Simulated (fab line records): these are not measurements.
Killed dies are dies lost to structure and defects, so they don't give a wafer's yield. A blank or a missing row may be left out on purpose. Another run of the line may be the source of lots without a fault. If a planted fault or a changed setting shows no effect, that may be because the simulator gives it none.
Which of the tools did it? | flow n5Finfet | 23 lots with 69 wafers sampled at 5 steps, on a route of 1938 steps

== WHAT THE GAUGES READ, wafer by wafer ==
N5_BEOL_M7_OVL_MEAS_29.
lot  | measured     | on         | V6_OVL (nm)
L074 | day 9 15:56  | overlay-02 | -0.7 -1.1 -1.6
L075 | day 9 18:12  | overlay-02 | -0.6 -0.5 0.0
L077 | day 10 06:43 | overlay-01 | 0.1 0.6 0.6
L076 | day 10 08:04 | overlay-01 | -0.4 -0.1 0.0
L078 | day 10 13:46 | overlay-01 | -0.2 0.1 0.3
L079 | day 10 13:53 | overlay-01 | -0.1 0.4 0.7
L081 | day 11 12:33 | overlay-01 | -0.3 0.8 -0.4
L082 | day 11 13:44 | overlay-02 | -0.1 -0.3 -0.2
L083 | day 11 17:29 | overlay-02 | 0.1 0.8 0.4
L084 | day 11 17:40 | overlay-01 | 0.5 0.3 0.4
L085 | day 12 17:39 | overlay-01 | -0.6 -0.2 -0.2
L087 | day 12 17:44 | overlay-02 | 0.6 1.0 1.8
L088 | day 12 20:38 | overlay-02 | -1.2 -0.3 0.0
L086 | day 12 20:50 | overlay-02 | -0.7 -0.5 -0.6
L089 | day 13 04:20 | overlay-02 | -0.6 -0.9 -0.5
L091 | day 13 06:18 | overlay-01 | 0.5 0.8 0.1
L090 | day 13 19:12 | overlay-01 | -0.2 -0.4 1.0
L092 | day 14 02:37 | overlay-02 | 0.2 -0.2 -0.5
L093 | day 14 03:21 | overlay-01 | 0.4 0.1 -0.1
L094 | day 14 13:34 | overlay-02 | 0.5 -0.2 1.2
L095 | day 14 23:00 | overlay-01 | 0.1 0.8 1.3
L097 | day 15 17:28 | overlay-02 | 0.2 0.3 0.0
L096 | day 15 21:45 | overlay-01 | -1.9 -1.0 -0.4

N5_BEOL_M8_CD_MEAS_18: pitch 80 nm, target cd 40 nm.
lot  | measured     | on       | cdNm (nm)
L074 | day 9 22:08  | cdSem-02 | 40.7 38.9 39.6
L075 | day 10 02:14 | cdSem-01 | 38.4 38.5 37.8
L077 | day 10 13:04 | cdSem-03 | 40.4 41.8 40.4
L076 | day 10 13:26 | cdSem-01 | 39.1 38.0 38.9
L078 | day 10 23:38 | cdSem-02 | 40.0 40.7 38.7
L079 | day 10 23:31 | cdSem-03 | 38.5 40.3 40.0
L081 | day 11 19:20 | cdSem-03 | 39.8 40.1 39.6
L082 | day 11 20:54 | cdSem-01 | 37.4 38.7 39.3
L083 | day 12 02:37 | cdSem-03 | 39.5 39.8 39.8
L084 | day 12 03:07 | cdSem-01 | 39.7 39.8 38.8
L085 | day 13 00:29 | cdSem-02 | 39.7 39.5 39.8
L087 | day 13 00:57 | cdSem-03 | 39.7 40.3 39.4
L088 | day 13 01:58 | cdSem-02 | 40.3 40.4 40.0
L086 | day 13 05:31 | cdSem-03 | 40.1 39.9 39.7
L089 | day 13 11:14 | cdSem-03 | 39.6 39.4 40.2
L091 | day 13 14:21 | cdSem-02 | 39.2 39.2 39.1
L090 | day 14 02:25 | cdSem-02 | 39.4 40.4 40.3
L092 | day 14 08:54 | cdSem-03 | 40.2 39.5 39.1
L093 | day 14 09:28 | cdSem-02 | 40.0 40.7 40.5
L094 | day 14 20:35 | cdSem-03 | 38.3 39.4 38.6
L095 | day 15 05:40 | cdSem-03 | 39.0 38.7 39.8
L097 | day 16 00:53 | cdSem-03 | 38.6 38.3 38.5
L096 | day 16 04:22 | cdSem-01 | 41.2 39.5 39.7

== WHICH TOOL RAN EACH LOT (tool, then ch and the chambers of the sampled wafers, then the start) ==
lot  | N5_BEOL_M7_ILD_DEP_00           | N5_BEOL_M7_DESCUM_16              | N5_BEOL_M7_ETCH_65
L074 | pecvd-01 ch 0,1, day 9 10:25    | rieDiel-06 ch 2,3, day 9 12:01    | rieDiel-02 ch 0,3, day 9 16:05
L075 | pecvd-02 ch 0,1,2, day 9 12:29  | rieDiel-06 ch 0,2,3, day 9 17:09  | rieDiel-06 ch 2,3, day 9 18:20
L077 | pecvd-01 ch 1, day 10 02:50     | rieDiel-04 ch 2,3, day 10 05:30   | rieDiel-04 ch 0,2,3, day 10 06:52
L076 | pecvd-02 ch 0,1,2, day 10 05:26 | rieDiel-04 ch 0,1,3, day 10 07:13 | rieDiel-02 ch 1,2, day 10 08:12
L078 | pecvd-02 ch 0,2, day 10 09:26   | rieDiel-02 ch 0,2,3, day 10 12:53 | rieDiel-06 ch 0,3, day 10 14:01
L079 | pecvd-04 ch 0,1,2, day 10 10:31 | rieDiel-04 ch 0,2, day 10 12:56   | rieDiel-02 ch 1,2,3, day 10 14:01
L081 | pecvd-04 ch 0,1,2, day 11 08:46 | rieDiel-04 ch 1,2,3, day 11 11:43 | rieDiel-04 ch 0,2,3, day 11 13:03
L082 | pecvd-01 ch 1,2, day 11 09:17   | rieDiel-06 ch 0,2, day 11 11:52   | rieDiel-06 ch 0,2, day 11 13:56
L083 | pecvd-01 ch 0,1,2, day 11 13:34 | rieDiel-02 ch 0,2,3, day 11 15:20 | rieDiel-02 ch 1,3, day 11 17:38
L084 | pecvd-02 ch 0,1,2, day 11 14:10 | rieDiel-06 ch 0,3, day 11 15:33   | rieDiel-04 ch 0,2,3, day 11 18:05
L085 | pecvd-02 ch 0,1, day 12 11:07   | rieDiel-02 ch 1,3, day 12 15:01   | rieDiel-02 ch 0,1,2, day 12 17:58
L087 | pecvd-04 ch 0,1, day 12 15:01   | rieDiel-02 ch 0,2, day 12 16:55   | rieDiel-06 ch 1,2, day 12 18:28
L088 | pecvd-01 ch 0,1,2, day 12 16:17 | rieDiel-06 ch 2,3, day 12 19:36   | rieDiel-06 ch 0,1,3, day 12 20:46
L086 | pecvd-02 ch 1,2, day 12 17:43   | rieDiel-06 ch 0,2, day 12 19:54   | rieDiel-04 ch 0,1, day 12 21:17
L089 | pecvd-02 ch 0,2, day 12 23:22   | rieDiel-02 ch 1,2,3, day 13 01:24 | rieDiel-04 ch 0,1, day 13 04:52
L091 | pecvd-01 ch 0,1,2, day 12 23:39 | rieDiel-06 ch 0,1,3, day 13 01:49 | rieDiel-02 ch 0,2, day 13 06:26
L090 | pecvd-04 ch 1,2, day 13 11:04   | rieDiel-06 ch 1,2,3, day 13 14:37 | rieDiel-04 ch 0,1,3, day 13 19:56
L092 | pecvd-04 ch 0,1, day 13 22:11   | rieDiel-04 ch 0,1,2, day 14 00:05 | rieDiel-02 ch 0,1, day 14 02:50
L093 | pecvd-02 ch 0,1, day 13 22:56   | rieDiel-06 ch 0,1,3, day 14 02:03 | rieDiel-06 ch 0,1, day 14 03:29
L094 | pecvd-02 ch 0,1,2, day 14 10:32 | rieDiel-06 ch 0,1, day 14 12:41   | rieDiel-02 ch 1,2, day 14 13:41
L095 | pecvd-04 ch 0,2, day 14 16:17   | rieDiel-04 ch 1,2,3, day 14 19:35 | rieDiel-02 ch 0,2,3, day 14 23:41
L097 | pecvd-02 ch 0,1, day 15 10:23   | rieDiel-04 ch 1,2, day 15 12:39   | rieDiel-04 ch 0,1,2, day 15 17:37
L096 | pecvd-01 ch 0,1,2, day 15 14:14 | rieDiel-04 ch 0,1,2, day 15 18:52 | rieDiel-02 ch 0,1,3, day 15 21:54
- N5_BEOL_M7_ILD_DEP_00: deposits SiCOH lowk from DEMS/porogen, target thk 179.75 nm, time 33.4 s.
- N5_BEOL_M7_DESCUM_16: chemistry O2, time 7.9 s.
- N5_BEOL_M7_ETCH_65: etches SiARC in CF4, target depth 15.6 nm, time 26 s.

== WHAT THE TOOLS THEMSELVES READ (means of the sampled wafers that have a number; where no wafer has one, the mark that the record gives instead) ==
N5_BEOL_M7_ILD_DEP_00.
lot  | tool     | heaterPowerW (W) | rfFwdPowerW (W) | showerheadPlenumPTorr (Torr) | throttleValvePct (%)
L074 | pecvd-01 | 370              | 497.9           | 5.735                        | 13.7
L075 | pecvd-02 | 295              | 493.3           | 5.756                        | 14.2
L077 | pecvd-01 | 290              | 497.2           | 5.728                        | 14.9
L076 | pecvd-02 | 305              | 493.8           | 5.750                        | 14.3
L078 | pecvd-02 | 269              | 494.3           | 5.749                        | 13.8
L079 | pecvd-04 | 307              | 495.2           | 5.735                        | 13.2
L081 | pecvd-04 | 317              | 494.1           | 5.739                        | 13.2
L082 | pecvd-01 | 295              | 493.9           | 5.732                        | 14.1
L083 | pecvd-01 | 299              | 495.8           | 5.740                        | 13.3
L084 | pecvd-02 | 287              | 493.4           | 5.748                        | 14.3
L085 | pecvd-02 | 316              | 494.3           | 5.758                        | 14.4
L087 | pecvd-04 | 355              | 495.7           | 5.735                        | 13.2
L088 | pecvd-01 | 316              | 495.3           | 5.733                        | 13.4
L086 | pecvd-02 | 275              | 494.4           | 5.745                        | 14.0
L089 | pecvd-02 | 286              | 493.7           | 5.743                        | 13.7
L091 | pecvd-01 | 305              | 496.3           | 5.728                        | 13.4
L090 | pecvd-04 | 276              | 494.1           | 5.753                        | 13.2
L092 | pecvd-04 | 361              | 494.9           | 5.738                        | 13.3
L093 | pecvd-02 | 318              | 493.2           | 5.744                        | 14.4
L094 | pecvd-02 | 280              | 493.5           | 5.756                        | 14.3
L095 | pecvd-04 | 301              | 493.6           | 5.726                        | 13.0
L097 | pecvd-02 | 302              | 493.9           | 5.748                        | 14.5
L096 | pecvd-01 | 310              | 496.9           | 5.731                        | 13.5

N5_BEOL_M7_DESCUM_16.
lot  | tool       | drypumpMotorCurrentA (A) | oesProductAu (a.u.) | rfFwdPowerW (W) | rfVppV (V) | showerheadPlenumPTorr (Torr) | throttleValvePct (%)
L074 | rieDiel-06 | 5.0                      | 0.87                | 48.97           | 244.7      | 2.08                         | 20.26
L075 | rieDiel-06 | 5.1                      | 0.83                | 49.14           | 243.0      | 2.05                         | 20.47
L077 | rieDiel-04 | 5.6                      | 0.69                | 49.16           | 244.1      | 2.16                         | 20.51
L076 | rieDiel-04 | 5.8                      | 0.81                | 49.20           | 243.5      | 2.12                         | 20.41
L078 | rieDiel-02 | 5.6                      | 0.72                | 49.43           | 242.7      | 2.03                         | 20.51
L079 | rieDiel-04 | 5.9                      | 0.76                | 49.21           | 243.4      | 2.13                         | 20.83
L081 | rieDiel-04 | 6.0                      | 0.72                | 49.21           | 244.0      | 2.14                         | 20.50
L082 | rieDiel-06 | 5.2                      | 0.84                | 49.22           | 243.1      | 2.07                         | 20.54
L083 | rieDiel-02 | 5.6                      | 0.72                | 49.58           | 243.1      | 2.02                         | 20.51
L084 | rieDiel-06 | 5.3                      | 0.75                | 49.24           | 241.5      | 1.99                         | 20.67
L085 | rieDiel-02 | 5.6                      | 0.79                | 49.57           | 242.3      | 2.02                         | 20.44
L087 | rieDiel-02 | 5.9                      | 0.82                | 49.57           | 243.3      | 2.04                         | 20.41
L088 | rieDiel-06 | 5.1                      | 0.75                | 48.94           | 242.5      | 2.02                         | 20.45
L086 | rieDiel-06 | 5.0                      | 0.85                | 49.19           | 242.4      | 2.10                         | 20.35
L089 | rieDiel-02 | 5.6                      | 0.83                | 49.47           | 241.2      | 2.02                         | 20.29
L091 | rieDiel-06 | 5.2                      | 0.81                | 49.13           | 242.3      | 2.08                         | 20.54
L090 | rieDiel-06 | 5.1                      | 0.83                | 49.13           | 243.3      | 2.11                         | 20.33
L092 | rieDiel-04 | 6.0                      | 0.87                | 49.38           | 243.4      | 2.11                         | 20.48
L093 | rieDiel-06 | 5.3                      | 0.80                | 49.10           | 242.4      | 2.08                         | 20.55
L094 | rieDiel-06 | 5.2                      | 0.87                | 49.10           | 244.1      | 2.17                         | 20.42
L095 | rieDiel-04 | 6.0                      | 0.79                | 49.26           | 244.7      | 2.14                         | 20.37
L097 | rieDiel-04 | 6.3                      | 0.81                | 49.00           | 243.4      | 2.12                         | 20.35
L096 | rieDiel-04 | 6.1                      | 0.84                | 49.19           | 242.2      | 2.10                         | 20.50

N5_BEOL_M7_ETCH_65.
lot  | tool       | drypumpMotorCurrentA (A) | etchRfOnTimeS (s) | oesProductAu (a.u.) | rfFwdPowerW (W) | rfVppV (V) | showerheadPlenumPTorr (Torr) | throttleValvePct (%)
L074 | rieDiel-02 | 5.7                      | 25.7              | 0.65                | 533.2           | 183.4      | 2.11                         | 16.0
L075 | rieDiel-06 | 5.1                      | 26.0              | 0.68                | 533.7           | 184.1      | 2.11                         | 15.8
L077 | rieDiel-04 | 5.6                      | 26.4              | 0.66                | 532.7           | 184.3      | 2.17                         | 15.8
L076 | rieDiel-02 | 5.9                      | 26.0              | 0.67                | 534.3           | 183.0      | 2.09                         | 15.4
L078 | rieDiel-06 | 5.3                      | 25.7              | 0.65                | 531.2           | 183.5      | 2.07                         | 15.9
L079 | rieDiel-02 | 5.6                      | 26.0              | 0.64                | 533.6           | 183.5      | 2.09                         | 15.7
L081 | rieDiel-04 | 5.7                      | 26.1              | 0.66                | 531.6           | 183.5      | 2.17                         | 15.8
L082 | rieDiel-06 | 5.0                      | 26.6              | 0.73                | 532.3           | 184.2      | 2.16                         | 15.5
L083 | rieDiel-02 | 5.6                      | 25.2              | 0.68                | 535.3           | 182.9      | 2.07                         | 15.6
L084 | rieDiel-04 | 5.7                      | 26.2              | 0.65                | 532.7           | 184.4      | 2.17                         | 15.8
L085 | rieDiel-02 | 5.9                      | 25.7              | 0.72                | 531.4           | 183.3      | 2.10                         | 15.5
L087 | rieDiel-06 | 5.0                      | 26.7              | 0.76                | 529.9           | 185.1      | 2.24                         | 15.4
L088 | rieDiel-06 | 5.3                      | 26.0              | 0.70                | 531.7           | 183.3      | 2.13                         | 15.7
L086 | rieDiel-04 | 6.2                      | 26.3              | 0.68                | 529.2           | 183.6      | 2.13                         | 15.5
L089 | rieDiel-04 | 5.9                      | 25.9              | 0.72                | 530.6           | 184.0      | 2.11                         | 15.6
L091 | rieDiel-02 | 5.9                      | 25.9              | 0.68                | 531.3           | 183.4      | 2.12                         | 15.8
L090 | rieDiel-04 | 5.8                      | 25.8              | 0.67                | 530.7           | 183.5      | 2.15                         | 15.6
L092 | rieDiel-02 | 6.0                      | 25.4              | 0.64                | 533.2           | 183.6      | 2.10                         | 15.9
L093 | rieDiel-06 | 5.2                      | 26.6              | 0.73                | 532.0           | 184.3      | 2.21                         | 15.6
L094 | rieDiel-02 | 5.9                      | 25.7              | 0.71                | 535.6           | 183.5      | 2.08                         | 15.3
L095 | rieDiel-02 | 5.6                      | 25.4              | 0.68                | 532.0           | 183.0      | 2.10                         | 15.8
L097 | rieDiel-04 | 6.1                      | 26.3              | 0.71                | 532.2           | 184.4      | 2.14                         | 15.6
L096 | rieDiel-02 | 5.7                      | 25.5              | 0.64                | 531.8           | 183.1      | 2.08                         | 15.9

== THE ANSWER, worked out from the rows above alone ==
Rule: usual is defined by the lots themselves. Put in order of their means at a reading, lots are off if they are a third of the lots or fewer, leave a main group of 4 or more, and stand apart from it by a gap of 3 or more times the standard deviation of the main group's means; of several such gaps the widest counts. If all means in a main group match to the digits the tables above print for the reading, that group is not used. Also off: a lot with no number at a reading for which 4 or more lots have one. Where the step has rows for the other lots, those lots are counted as sound. Order of review: gauges by route order, followed by the tools' own readings, for which a lot's mean as printed above is used. At the first step where some lot is off, the reading lying furthest off is the one used; lots without a number count as furthest.
No lot is off at any reading shown: from this, nothing can be told.

== WHAT THE SIMULATOR PUT IN ==
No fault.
